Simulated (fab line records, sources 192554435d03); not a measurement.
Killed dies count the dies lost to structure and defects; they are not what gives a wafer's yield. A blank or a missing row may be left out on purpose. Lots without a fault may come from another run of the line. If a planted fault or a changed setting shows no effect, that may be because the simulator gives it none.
What tool caused it? ; flow n5Finfet ; 18 wafers from 6 lots sampled at 2 of the route's 1938 steps

== WHAT THE GAUGES READ, wafer by wafer ==
N5_BEOL_M13_INSPECT_30: inspects for defects (macro).
lot;measured;on;rawDefectCount
L126;day 10 20:19;defectInspect-01;3 3 2
L128;day 11 10:41;defectInspect-01;4 3 2
L130;day 11 15:44;defectInspect-01;1 2 3
L133;day 12 15:34;defectInspect-01;290 271 286
L142;day 15 12:28;defectInspect-01;0 1 0
L148;day 16 14:16;defectInspect-01;2 3 1

== EACH LOT AND THE TOOL THAT RAN IT (in order: tool; ch and the chambers of the sampled wafers; start) ==
lot;N5_BEOL_M13_STRIP_63
L126;plasmaAsher-02 ch 0,1, day 10 19:35
L128;plasmaAsher-01 ch 0,1, day 11 10:05
L130;plasmaAsher-02 ch 0,1, day 11 15:08
L133;plasmaAsher-01 ch 0,1, day 12 14:58
L142;plasmaAsher-02 ch 0,1, day 15 11:53
L148;plasmaAsher-02 ch 0,1, day 16 13:41
- N5_BEOL_M13_STRIP_63: strips in N2/H2.

== THE ANSWER, worked out from the rows above alone ==
Rule: the usual values come from the lots themselves. The widest of any qualifying gaps counts: lots, ordered by their means at a reading, are off when they make up no more than a third of the lots, leave a main group of 4 or more, and stand apart from it by 3 or more times the standard deviation of that group's means. If all means in a main group match to the digits the tables above print for the reading, that group is not used. A lot without any number at a reading at which 4 lots or more have one is off too. Any other lot the step has rows for is counted as sound.
Off: L133, at N5_BEOL_M13_INSPECT_30 (rawDefectCount). Mean 2.0 and standard deviation 0.92 in the main group.
If a tool, at a process step before that reading, ran all the lots that are off and no sound lot after the first of them, it fits. Those tools and the gauges at N5_BEOL_M13_INSPECT_30 are tried in the same way. One fits: plasmaAsher-01 at N5_BEOL_M13_STRIP_63. Its last sound lot is L128 (day 11 10:05), its first lot that is off L133 (day 12 14:58): a fault that began between those two fits.

== WHAT WAS PUT IN BY THE SIMULATOR ==
Chamber particle source: plasmaAsher-01, from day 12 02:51 on, at N5_BEOL_M13_STRIP_63. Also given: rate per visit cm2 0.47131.
Struck lots among those shown: L133. The same result came from the rule above.
